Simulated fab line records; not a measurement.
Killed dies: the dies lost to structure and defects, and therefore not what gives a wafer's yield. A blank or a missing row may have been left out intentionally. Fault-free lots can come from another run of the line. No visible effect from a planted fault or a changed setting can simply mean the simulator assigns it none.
fab line records	flow n5Finfet
[record] lots = 24	wafers = 72	lastDay = 18
route steps=1938 shown BEOL_M1@832 BEOL_M2@843
lots with no fault: from the same line, run without faults
startH: hours from the record's opening day to when the first of the lot's shown wafers began	waitH: hours since the lot's step before	" identical to the entry in the row above	L1.1+2: a single row standing in for several wafers	- either no value or no given start	* or withheld: withheld	< > ~ a bound
route shown NAME@n: NAME is a module with steps in the file, n the number in the route of the first one	usual: the fault-free wafers' mean and standard deviation	same: alike in all rows	chamber/n: place in a boat	sites: readings site by site	_std_site: how widely they spread, as a standard deviation	_edge_site: mean of outer sites minus mean of inner sites	radiusMm: how far each site lies from the wafer's centre	mask NAME#n: copy n	behind: the tool/chamber that last shaped the wafer	hold: why the lot went on hold/how many hours it stayed there/how the hold came to an end	device: transistor that didn't switch, given as n, p or np	end of line: tests run on the same wafers once the route is complete	where a step has no rows: the recipe by itself	killed: at the first sort, the dies lost to defects and structure; wafer yield is something else	map: shows each die of a wafer: x if killed, . if not, _ if none is there
set.NAME: the run value of the setting; set.NAME@STEP: its run value at that earlier step	model.NAME: the simulator's own value behind a step, which no gauge read
a sample of lots followed through the steps of the route, with each step as a table and each wafer as a row
services: when a tool's chamber went out of use (startH, in hours from the record's first day, below 0 if earlier), for how many hours, and the reason
[[steps]]
[step N5_BEOL_M1_ANNEAL_51]
[recipe] tempC = 225	timeS = 90	ambient = N2
[usual] wafer_temp_C_max = 226.0/0.35
lot.wafer	tool	chamber	startH	waitH	wafer_temp_C_max
L074.1	rtpAnneal-02	0	144.97	0.1	226.7
L074.2	"	0	"	"	226.6
L074.3	"	0	"	"	226.3
L075.1	rtpAnneal-02	0	151.37	0.1	226.2
L075.5	"	0	"	"	225.8
L075.6	"	0	"	"	226.1
L077.1	rtpAnneal-01	0	153.21	0.1	225.8
L077.5	"	0	"	"	226.0
L077.6	"	0	"	"	225.6
L078.3	rtpAnneal-02	0	156.31	0.1	226.7
L078.4	"	0	"	"	225.9
L078.6	"	0	"	"	226.1
L076.1	rtpAnneal-01	0	157.69	0.2	225.6
L076.3	"	0	"	"	225.4
L076.4	"	0	"	"	225.7
L079.2	rtpAnneal-02	0	160.58	0.1	225.9
L079.3	"	0	"	"	226.0
L079.4	"	0	"	"	225.9
L080.1	rtpAnneal-02	0	163.27	0.1	226.4
L080.3	"	0	"	"	225.9
L080.5	"	0	"	"	226.3
L081.1	rtpAnneal-02	0	177.42	0.1	226.3
L081.4	"	0	"	"	225.8
L081.6	"	0	"	"	225.8
L083.2	rtpAnneal-02	0	186.03	0.1	225.9
L083.5	"	0	"	"	225.6
L083.6	"	0	"	"	225.7
L082.1	rtpAnneal-02	0	188.82	0.1	226.3
L082.4	"	0	"	"	226.1
L082.5	"	0	"	"	226.2
L084.1	rtpAnneal-01	0	195.71	0.1	225.4
L084.4	"	0	"	"	225.9
L084.5	"	0	"	"	225.3
L085.1	rtpAnneal-02	0	199.53	0.1	226.3
L085.4	"	0	"	"	226.1
L085.6	"	0	"	"	225.9
L086.1	rtpAnneal-02	0	201.47	0.2	225.6
L086.4	"	0	"	"	226.3
L086.5	"	0	"	"	226.0
L087.3	rtpAnneal-02	0	210.34	0.2	226.2
L087.4	"	0	"	"	226.5
L087.6	"	0	"	"	225.9
L088.1	rtpAnneal-01	0	228.52	0.1	225.5
L088.2	"	0	"	"	225.5
L088.6	"	0	"	"	225.5
L089.1	rtpAnneal-02	0	228.58	0.1	226.0
L089.2	"	0	"	"	226.4
L089.4	"	0	"	"	226.8
L090.1	rtpAnneal-01	0	232.11	0.5	225.4
L090.2	"	0	"	"	226.0
L090.3	"	0	"	"	225.6
L092.1	rtpAnneal-02	0	238.62	0.1	226.1
L092.2	"	0	"	"	226.1
L092.3	"	0	"	"	226.2
L091.1	rtpAnneal-02	0	245.88	0.1	225.6
L091.4	"	0	"	"	225.8
L091.6	"	0	"	"	226.1
L093.3	rtpAnneal-01	0	250.04	0.1	225.7
L093.4	"	0	"	"	225.6
L093.6	"	0	"	"	225.8
L094.1	rtpAnneal-02	0	252.76	0.1	225.8
L094.4	"	0	"	"	226.2
L094.6	"	0	"	"	226.2
L095.2	rtpAnneal-01	0	254.69	0.2	225.4
L095.3	"	0	"	"	225.5
L095.6	"	0	"	"	225.2
L096.1	rtpAnneal-02	0	259.48	0.1	226.0
L096.2	"	0	"	"	226.2
L096.5	"	0	"	"	226.1
L097.1	rtpAnneal-01	0	286.66	0.1	225.5
L097.4	"	0	"	"	225.8
L097.6	"	0	"	"	225.4
[step N5_BEOL_M1_THK_MEAS_53]
[recipe] thkMeasGauge = xrf	reads = Cu_of_BEOL_M1_ECD_50
[usual] M1_THK = 40.3/1.3
lot.wafer	tool	chamber	startH	waitH	M1_THK[nm]
L074.1	filmMetro-01	-	145.56	-	40.4
L074.2	"	-	"	"	41.1
L074.3	"	-	"	"	38.5
L075.1	filmMetro-02	-	151.96	-	39.7
L075.5	"	-	"	"	41.2
L075.6	"	-	"	"	41.3
L077.1	filmMetro-02	-	153.80	-	37.6
L077.5	"	-	"	"	40.4
L077.6	"	-	"	"	39.7
L078.3	filmMetro-02	-	156.81	-	39.4
L078.4	"	-	"	"	39.6
L078.6	"	-	"	"	40.5
L076.1	filmMetro-02	-	158.29	-	38.5
L076.3	"	-	"	"	39.9
L076.4	"	-	"	"	40.7
L079.2	filmMetro-02	-	161.90	-	41.1
L079.3	"	-	"	"	41.0
L079.4	"	-	"	"	41.9
L080.1	filmMetro-02	-	163.87	-	41.8
L080.3	"	-	"	"	40.0
L080.5	"	-	"	"	42.0
L081.1	filmMetro-02	-	178.01	-	40.5
L081.4	"	-	"	"	41.1
L081.6	"	-	"	"	41.5
L083.2	filmMetro-02	-	186.58	-	38.2
L083.5	"	-	"	"	39.8
L083.6	"	-	"	"	39.5
L082.1	filmMetro-02	-	189.41	-	40.3
L082.4	"	-	"	"	41.0
L082.5	"	-	"	"	42.0
L084.1	filmMetro-02	-	196.31	-	41.9
L084.4	"	-	"	"	40.9
L084.5	"	-	"	"	42.1
L085.1	filmMetro-02	-	200.12	-	41.0
L085.4	"	-	"	"	40.3
L085.6	"	-	"	"	43.0
L086.1	filmMetro-01	-	202.06	-	38.6
L086.4	"	-	"	"	40.0
L086.5	"	-	"	"	41.8
L087.3	filmMetro-01	-	210.85	-	39.7
L087.4	"	-	"	"	42.5
L087.6	"	-	"	"	42.4
L089.1	filmMetro-01	-	229.17	-	39.5
L089.2	"	-	"	"	41.4
L089.4	"	-	"	"	39.4
L088.1	filmMetro-02	-	229.38	-	38.0
L088.2	"	-	"	"	40.4
L088.6	"	-	"	"	40.4
L090.1	filmMetro-02	-	232.70	-	40.1
L090.2	"	-	"	"	38.2
L090.3	"	-	"	"	39.2
L092.1	filmMetro-02	-	239.21	-	38.2
L092.2	"	-	"	"	39.0
L092.3	"	-	"	"	39.0
L091.1	filmMetro-01	-	246.47	-	40.7
L091.4	"	-	"	"	43.1
L091.6	"	-	"	"	41.4
L093.3	filmMetro-01	-	250.56	-	36.9
L093.4	"	-	"	"	40.0
L093.6	"	-	"	"	38.6
L094.1	filmMetro-01	-	253.35	-	37.5
L094.4	"	-	"	"	40.5
L094.6	"	-	"	"	40.8
L095.2	filmMetro-01	-	255.48	-	37.9
L095.3	"	-	"	"	41.8
L095.6	"	-	"	"	42.2
L096.1	filmMetro-01	-	260.07	-	39.3
L096.2	"	-	"	"	39.1
L096.5	"	-	"	"	40.3
L097.1	filmMetro-01	-	287.25	-	40.4
L097.4	"	-	"	"	42.3
L097.6	"	-	"	"	42.0
[step N5_BEOL_M2_PECVD_72]
[recipe] material = SiO2	targetThkA = 160	tempC = 400	precursor = TEOS/O2	pressureTorr = 5.5	rfW = 450	teosFlowSccm = 53.8	gas = O2	flowSccm = 3000	timeS = 18
[usual] heaterPowerW = 760/96	showerheadPlenumPTorr = 8.80/0.036	throttleValvePct = 22.4/1.4
lot.wafer	tool	chamber	startH	waitH	heaterPowerW	showerheadPlenumPTorr	throttleValvePct
L074.1	pecvd-01	0	146.02	0.0	702	8.75	21.8
L074.2	"	1	"	"	753	8.84	22.7
L074.3	"	0	"	"	703	8.75	21.7
L075.1	pecvd-01	2	152.39	0.0	1013	8.78	21.4
L075.5	"	2	"	"	1015	8.77	21.2
L075.6	"	0	"	"	659	8.78	21.7
L077.1	pecvd-03	0	154.23	0.0	799	8.80	21.5
L077.5	"	0	"	"	813	8.81	21.9
L077.6	"	2	"	"	655	8.81	23.1
L078.3	pecvd-01	1	157.24	0.0	768	8.85	22.8
L078.4	"	2	"	"	872	8.76	21.6
L078.6	"	0	"	"	733	8.73	21.7
L076.1	pecvd-03	0	158.71	0.0	732	8.81	21.6
L076.3	"	1	"	"	818	8.81	24.1
L076.4	"	1	"	"	824	8.85	24.0
L079.2	pecvd-01	2	162.56	0.0	995	8.76	21.6
L079.3	"	1	"	"	744	8.81	23.0
L079.4	"	0	"	"	642	8.79	21.5
L080.1	pecvd-01	2	164.30	0.0	948	8.76	21.4
L080.3	"	1	"	"	722	8.84	22.9
L080.5	"	0	"	"	675	8.78	21.8
L081.1	pecvd-04	1	178.55	0.0	818	8.81	21.3
L081.4	"	0	"	"	696	8.79	25.4
L081.6	"	1	"	"	809	8.81	21.3
L083.2	pecvd-03	2	187.00	0.0	695	8.82	23.1
L083.5	"	1	"	"	798	8.81	24.1
L083.6	"	0	"	"	789	8.81	21.7
L082.1	pecvd-04	0	189.94	0.1	755	8.78	25.7
L082.4	"	1	"	"	843	8.80	21.5
L082.5	"	0	"	"	748	8.78	25.2
L084.1	pecvd-04	1	196.74	0.0	720	8.82	21.4
L084.4	"	2	"	"	664	8.72	21.7
L084.5	"	1	"	"	723	8.80	21.2
L085.1	pecvd-01	0	200.55	0.0	621	8.80	22.0
L085.4	"	2	"	"	959	8.77	21.6
L085.6	"	1	"	"	787	8.82	23.0
L086.1	pecvd-04	0	202.68	0.0	737	8.81	25.2
L086.4	"	2	"	"	667	8.75	21.7
L086.5	"	0	"	"	785	8.79	25.1
L087.3	pecvd-03	0	211.29	0.1	744	8.81	22.0
L087.4	"	1	"	"	841	8.81	24.2
L087.6	"	1	"	"	828	8.85	24.2
L089.1	pecvd-03	1	229.61	0.0	865	8.80	24.1
L089.2	"	0	"	"	797	8.83	21.9
L089.4	"	1	"	"	870	8.85	24.3
L088.1	pecvd-01	1	229.82	0.0	769	8.83	22.8
L088.2	"	2	"	"	1012	8.76	21.6
L088.6	"	0	"	"	711	8.79	21.9
L090.1	pecvd-03	0	233.15	0.0	824	8.82	21.9
L090.2	"	2	"	"	742	8.80	20.1
L090.3	"	1	"	"	865	8.83	24.0
L092.1	pecvd-03	0	239.65	0.0	766	8.80	21.8
L092.2	"	1	"	"	872	8.83	24.0
L092.3	"	2	"	"	614	8.80	20.5
L091.1	pecvd-03	2	246.90	0.0	650	8.80	20.3
L091.4	"	0	"	"	736	8.81	21.9
L091.6	"	1	"	"	765	8.83	24.1
L093.3	pecvd-01	1	250.98	0.0	684	8.82	22.8
L093.4	"	1	"	"	687	8.82	23.0
L093.6	"	0	"	"	621	8.78	21.5
L094.1	pecvd-03	2	253.78	0.0	666	8.82	20.3
L094.4	"	1	"	"	835	8.82	24.2
L094.6	"	0	"	"	793	8.81	21.8
L095.2	pecvd-03	0	255.90	0.0	819	8.84	21.9
L095.3	"	2	"	"	659	8.81	20.4
L095.6	"	0	"	"	803	8.82	21.8
L096.1	pecvd-04	1	260.51	0.0	755	8.82	21.2
L096.2	"	2	"	"	639	8.72	21.9
L096.5	"	2	"	"	653	8.73	21.8
L097.1	pecvd-04	0	287.68	0.0	758	8.78	25.5
L097.4	"	2	"	"	652	8.71	21.8
L097.6	"	1	"	"	756	8.82	21.0
[step N5_BEOL_M2_VIA_ETCH_34]
[recipe] chemistry = C4F6/O2	targetDepthA = 694	maskMaterial = SOC	pressureMtorr = 15	ionEnergyEv = 250	taperDeg = 4	timeS = 65.9	sourceW = 350	biasW = 170	Ar_flow_sccm = 300	C4F6_flow_sccm = 10	O2_flow_sccm = 10
[usual] drypumpMotorCurrentA = 5.8/0.35	oesProductAu = 0.79/0.078	rfVppV = 665/6.4	showerheadPlenumPTorr = 2.81/0.094	throttleValvePct = 30.73/0.29
lot.wafer	tool	chamber	startH	waitH	drypumpMotorCurrentA	oesProductAu	rfHoursCounterH	rfVppV	showerheadPlenumPTorr	throttleValvePct
L074.1	rieDiel-01	0	155.61	0.0	6.0	0.83	89	668	2.74	30.31
L074.2	"	3	"	"	5.7	0.79	111	661	2.74	30.96
L074.3	"	2	"	"	6.2	0.72	197	665	2.83	30.64
L075.1	rieDiel-01	1	157.99	0.0	5.9	0.69	222	666	2.80	30.63
L075.5	"	3	"	"	5.7	0.79	-	661	2.74	30.97
L075.6	"	2	"	"	6.2	0.71	-	667	2.83	30.63
L077.1	rieDiel-03	3	160.09	0.0	5.9	0.77	159	657	2.73	30.97
L077.5	"	0	"	"	5.0	0.67	-	675	2.78	30.83
L077.6	"	2	"	"	5.5	0.77	-	666	2.96	31.06
L076.1	rieDiel-01	1	164.53	0.0	6.0	0.68	225	665	2.80	30.62
L076.3	"	2	"	"	6.2	0.70	200	665	2.83	30.62
L076.4	"	0	"	"	6.1	0.82	92	670	2.74	30.30
L078.3	rieDiel-01	1	167.80	0.0	5.9	0.69	225	665	2.80	30.63
L078.4	"	2	"	"	6.2	0.70	201	668	2.83	30.64
L078.6	"	3	"	"	5.8	0.79	-	661	2.74	30.95
L079.2	rieDiel-04	3	168.33	0.0	5.7	0.85	35	678	3.02	31.05
L079.3	"	0	"	"	5.5	0.86	69	656	2.77	30.40
L079.4	"	3	"	"	5.6	0.86	-	678	3.02	31.05
L080.1	rieDiel-03	2	173.63	0.0	5.5	0.77	146	668	2.95	31.06
L080.3	"	3	"	"	5.9	0.76	165	656	2.73	31.00
L080.5	"	2	"	"	5.5	0.77	-	668	2.95	31.08
L081.1	rieDiel-04	0	185.41	0.0	5.5	0.85	75	657	2.77	30.41
L081.4	"	0	"	"	5.5	0.85	-	655	2.77	30.40
L081.6	"	2	"	"	5.6	0.75	-	666	2.94	31.15
L083.2	rieDiel-03	2	192.69	0.0	5.5	0.76	154	667	2.95	31.08
L083.5	"	2	"	"	5.5	0.75	-	666	2.95	31.09
L083.6	"	3	"	"	6.0	0.75	-	657	2.73	30.99
L082.1	rieDiel-03	1	196.49	0.0	6.3	0.93	15	659	2.79	30.36
L082.4	"	2	"	"	5.4	0.76	156	666	2.95	31.10
L082.5	"	1	"	"	6.4	0.94	-	660	2.79	30.36
L084.1	rieDiel-01	2	220.70	0.0	6.2	0.70	221	666	2.82	30.66
L084.4	"	1	"	"	5.9	0.68	242	665	2.79	30.65
L084.5	"	0	"	"	6.1	0.81	-	668	2.73	30.34
L085.1	rieDiel-03	0	225.32	0.0	5.1	0.92	17	673	2.78	30.58
L085.4	"	3	"	"	5.9	0.74	-	656	2.72	31.01
L085.6	"	1	"	"	6.3	0.91	-	657	2.78	30.37
L086.1	rieDiel-01	0	225.40	0.0	6.1	0.80	114	670	2.73	30.34
L086.4	"	2	"	"	6.2	0.69	222	665	2.82	30.66
L086.5	"	1	"	"	5.9	0.68	-	666	2.79	30.66
L087.3	rieDiel-03	1	230.79	0.0	6.3	0.90	28	658	2.78	30.37
L087.4	"	0	"	"	5.1	0.92	19	675	2.78	30.57
L087.6	"	1	"	"	6.3	0.90	-	657	2.78	30.38
L089.1	rieDiel-04	0	235.61	0.0	5.5	0.82	94	655	2.76	30.43
L089.2	"	3	"	"	5.6	0.82	61	676	3.01	31.05
L089.4	"	1	"	"	6.2	0.82	55	677	3.02	30.97
L088.1	rieDiel-01	3	238.95	0.0	5.7	0.77	140	660	2.73	30.99
L088.2	"	2	"	"	6.2	0.69	226	666	2.81	30.67
L088.6	"	0	"	"	6.1	0.80	-	668	2.73	30.35
L090.1	rieDiel-03	1	238.98	0.0	6.3	0.90	31	658	2.78	30.35
L090.2	"	2	"	"	5.5	0.75	163	667	2.95	31.10
L090.3	"	0	"	"	5.1	0.89	22	675	2.77	30.56
L092.1	rieDiel-01	3	253.11	0.0	5.8	0.76	149	659	2.73	30.98
L092.2	"	0	"	"	6.0	0.79	127	669	2.73	30.34
L092.3	"	2	"	"	6.2	0.68	235	667	2.81	30.67
L091.1	rieDiel-03	1	256.47	0.0	6.4	0.89	39	659	2.78	30.38
L091.4	"	0	"	"	5.0	0.90	30	674	2.77	30.57
L091.6	"	3	"	"	5.9	0.74	-	655	2.72	31.02
L093.3	rieDiel-01	0	256.95	0.0	6.0	0.78	129	668	2.72	30.35
L093.4	"	3	"	"	5.7	0.75	-	661	2.72	30.98
L093.6	"	2	"	"	6.2	0.68	-	667	2.81	30.66
L094.1	rieDiel-04	1	261.88	0.0	6.1	0.83	61	677	3.01	30.98
L094.4	"	3	"	"	5.6	0.82	65	677	3.01	31.08
L094.6	"	2	"	"	5.6	0.73	-	666	2.93	31.19
L095.2	rieDiel-01	0	266.70	0.0	6.0	0.79	132	668	2.72	30.33
L095.3	"	1	"	"	6.0	0.97	3	665	2.79	30.33
L095.6	"	0	"	"	6.1	0.79	-	670	2.72	30.36
L096.1	rieDiel-04	1	278.36	0.0	6.2	0.83	66	676	3.01	30.99
L096.2	"	0	"	"	5.4	0.82	103	656	2.75	30.45
L096.5	"	1	"	"	6.2	0.82	-	676	3.01	30.99
L097.1	rieDiel-01	0	296.98	0.0	6.1	0.78	145	667	2.72	30.35
L097.4	"	0	"	"	6.1	0.78	-	670	2.72	30.36
L097.6	"	1	"	"	6.0	0.94	-	665	2.78	30.36
[step N5_BEOL_M2_ANNEAL_49]
[recipe] tempC = 400	timeS = 240	ambient = vacuum
[usual] heaterPowerW = 823/93
lot.wafer	tool	chamber	startH	waitH	heaterPowerW
L074.1	pvdSputter-01	-	157.06	0.0	936
L074.2	"	-	"	"	904
L074.3	"	-	"	"	613
L075.1	pvdSputter-03	-	160.21	0.0	882
L075.5	"	-	"	"	832
L075.6	"	-	"	"	906
L077.1	pvdSputter-01	-	163.04	0.0	962
L077.5	"	-	"	"	598
L077.6	"	-	"	"	940
L076.1	pvdSputter-03	-	165.95	0.0	860
L076.3	"	-	"	"	829
L076.4	"	-	"	"	901
L078.3	pvdSputter-03	-	169.96	0.0	891
L078.4	"	-	"	"	831
L078.6	"	-	"	"	894
L079.2	pvdSputter-03	-	171.80	0.0	866
L079.3	"	-	"	"	848
L079.4	"	-	"	"	814
L080.1	pvdSputter-02	-	175.13	0.0	724
L080.3	"	-	"	"	906
L080.5	"	-	"	"	774
L081.1	pvdSputter-03	-	186.74	0.0	811
L081.4	"	-	"	"	836
L081.6	"	-	"	"	817
L083.2	pvdSputter-01	-	194.74	0.0	952
L083.5	"	-	"	"	708
L083.6	"	-	"	"	949
L082.1	pvdSputter-02	-	199.26	0.0	777
L082.4	"	-	"	"	904
L082.5	"	-	"	"	920
L084.1	pvdSputter-01	-	223.81	0.0	966
L084.4	"	-	"	"	714
L084.5	"	-	"	"	726
L085.1	pvdSputter-01	-	226.85	0.0	628
L085.4	"	-	"	"	972
L085.6	"	-	"	"	701
L086.1	pvdSputter-02	-	228.56	0.0	805
L086.4	"	-	"	"	754
L086.5	"	-	"	"	784
L087.3	pvdSputter-01	-	233.74	0.0	965
L087.4	"	-	"	"	622
L087.6	"	-	"	"	953
L089.1	pvdSputter-02	-	237.13	0.0	777
L089.2	"	-	"	"	726
L089.4	"	-	"	"	909
L088.1	pvdSputter-01	-	240.36	0.0	931
L088.2	"	-	"	"	718
L088.6	"	-	"	"	944
L090.1	pvdSputter-02	-	240.61	0.0	714
L090.2	"	-	"	"	767
L090.3	"	-	"	"	788
L092.1	pvdSputter-03	-	254.32	0.0	872
L092.2	"	-	"	"	850
L092.3	"	-	"	"	893
L091.1	pvdSputter-03	-	257.80	0.0	926
L091.4	"	-	"	"	862
L091.6	"	-	"	"	872
L093.3	pvdSputter-03	-	259.78	0.0	902
L093.4	"	-	"	"	833
L093.6	"	-	"	"	828
L094.1	pvdSputter-03	-	264.08	0.0	828
L094.4	"	-	"	"	835
L094.6	"	-	"	"	875
L095.2	pvdSputter-02	-	271.32	0.0	756
L095.3	"	-	"	"	706
L095.6	"	-	"	"	768
L096.1	pvdSputter-02	-	280.30	0.0	770
L096.2	"	-	"	"	721
L096.5	"	-	"	"	727
L097.1	pvdSputter-02	-	300.58	0.0	799
L097.4	"	-	"	"	745
L097.6	"	-	"	"	724
[step N5_BEOL_M2_SPUTTER_86]
[recipe] material = Cu	targetThkA = 45	tempC = -20	chamberPressurePa = 0.07	powerW = withheld	timeS = 8.29
[usual] chuckSensorTempC = -16.1/0.52	throttleValvePct = 30.1/1.1
lot.wafer	tool	chamber	startH	waitH	chuckSensorTempC	throttleValvePct
L074.1	pvdSputter-01	-	157.64	0.1	-16.1	29.5
L074.2	"	-	"	"	-16.4	29.7
L074.3	"	-	"	"	-15.6	30.1
L075.1	pvdSputter-03	-	160.79	0.1	-15.1	30.3
L075.5	"	-	"	"	-16.3	31.2
L075.6	"	-	"	"	-16.2	28.4
L077.1	pvdSputter-01	-	163.62	0.1	-16.1	29.6
L077.5	"	-	"	"	-15.5	30.1
L077.6	"	-	"	"	-16.2	29.6
L076.1	pvdSputter-03	-	166.53	0.1	-16.4	28.7
L076.3	"	-	"	"	-16.4	31.4
L076.4	"	-	"	"	-15.4	30.5
L078.3	pvdSputter-03	-	170.54	0.1	-15.3	30.3
L078.4	"	-	"	"	-16.2	31.4
L078.6	"	-	"	"	-16.1	28.6
L079.2	pvdSputter-03	-	172.38	0.1	-16.1	28.4
L079.3	"	-	"	"	-16.3	31.4
L079.4	"	-	"	"	-16.4	31.1
L080.1	pvdSputter-02	-	175.71	0.1	-17.5	29.5
L080.3	"	-	"	"	-16.2	31.2
L080.5	"	-	"	"	-16.4	30.7
L081.1	pvdSputter-03	-	187.32	0.1	-15.9	30.3
L081.4	"	-	"	"	-16.1	31.2
L081.6	"	-	"	"	-15.7	30.0
L083.2	pvdSputter-01	-	195.32	0.1	-16.0	29.6
L083.5	"	-	"	"	-15.9	32.0
L083.6	"	-	"	"	-16.1	29.6
L082.1	pvdSputter-02	-	199.84	0.1	-16.3	30.9
L082.4	"	-	"	"	-16.1	31.2
L082.5	"	-	"	"	-16.3	31.1
L084.1	pvdSputter-01	-	224.39	0.1	-16.0	29.6
L084.4	"	-	"	"	-16.1	32.0
L084.5	"	-	"	"	-16.2	32.3
L085.1	pvdSputter-01	-	227.43	0.1	-15.6	30.1
L085.4	"	-	"	"	-16.2	29.6
L085.6	"	-	"	"	-16.1	31.8
L086.1	pvdSputter-02	-	229.14	0.1	-16.2	28.2
L086.4	"	-	"	"	-16.1	30.5
L086.5	"	-	"	"	-16.0	28.5
L087.3	pvdSputter-01	-	234.32	0.1	-16.0	29.6
L087.4	"	-	"	"	-15.5	30.0
L087.6	"	-	"	"	-16.1	29.4
L089.1	pvdSputter-02	-	237.71	0.1	-16.3	28.2
L089.2	"	-	"	"	-17.3	29.7
L089.4	"	-	"	"	-16.1	31.2
L088.1	pvdSputter-01	-	240.94	0.1	-16.0	29.7
L088.2	"	-	"	"	-15.8	32.0
L088.6	"	-	"	"	-16.3	29.6
L090.1	pvdSputter-02	-	241.19	0.1	-17.4	29.7
L090.2	"	-	"	"	-16.1	30.5
L090.3	"	-	"	"	-16.2	28.2
L092.1	pvdSputter-03	-	254.90	0.1	-16.4	28.6
L092.2	"	-	"	"	-16.3	31.1
L092.3	"	-	"	"	-15.2	30.8
L091.1	pvdSputter-03	-	258.38	0.1	-15.3	30.9
L091.4	"	-	"	"	-16.2	28.5
L091.6	"	-	"	"	-15.2	30.4
L093.3	pvdSputter-03	-	260.36	0.1	-15.1	30.5
L093.4	"	-	"	"	-16.3	31.2
L093.6	"	-	"	"	-16.2	31.3
L094.1	pvdSputter-03	-	264.66	0.1	-15.8	30.0
L094.4	"	-	"	"	-16.0	31.3
L094.6	"	-	"	"	-16.1	28.4
L095.2	pvdSputter-02	-	271.90	0.1	-16.3	30.6
L095.3	"	-	"	"	-17.4	29.6
L095.6	"	-	"	"	-16.3	30.7
L096.1	pvdSputter-02	-	280.88	0.1	-16.2	28.3
L096.2	"	-	"	"	-17.3	29.4
L096.5	"	-	"	"	-17.3	29.5
L097.1	pvdSputter-02	-	301.16	0.1	-15.9	28.3
L097.4	"	-	"	"	-17.4	29.5
L097.6	"	-	"	"	-17.3	29.8
[[services]]
tool	chamber	startH	hours	kind
pvdSputter-03	-	123.26	7.9	repair
pecvd-04	-	130.61	2.8	pm
pecvd-01	-	131.39	2.0	repair
pvdSputter-02	-	137.70	5.1	repair
rieDiel-04	1	154.12	31.9	repair
rtpAnneal-01	-	172.14	1.0	pm
pecvd-03	2	202.38	-	clean
pecvd-03	2	202.38	-	consumableReplace:showerhead
pecvd-03	2	202.38	29.0	scheduledDown
rieDiel-01	1	203.47	7.2	repair
rieDiel-04	1	209.09	6.8	repair
rieDiel-03	2	212.85	15.3	repair
rieDiel-04	-	240.08	14.6	pm
rieDiel-01	1	244.09	-	clean
rieDiel-01	1	244.09	-	consumableReplace:focusRing
rieDiel-01	1	244.09	13.9	scheduledDown
rieDiel-01	1	244.09	13.9	ventCycle
pecvd-03	-	259.47	5.5	pm
pvdSputter-03	-	271.86	1.3	repair
rieDiel-01	2	290.57	-	clean
rieDiel-01	2	290.57	-	consumableReplace:focusRing
rieDiel-01	2	290.57	21.6	scheduledDown
rieDiel-01	2	290.57	21.6	ventCycle
pecvd-04	-	300.67	1.8	repair
[[key]]
fault none
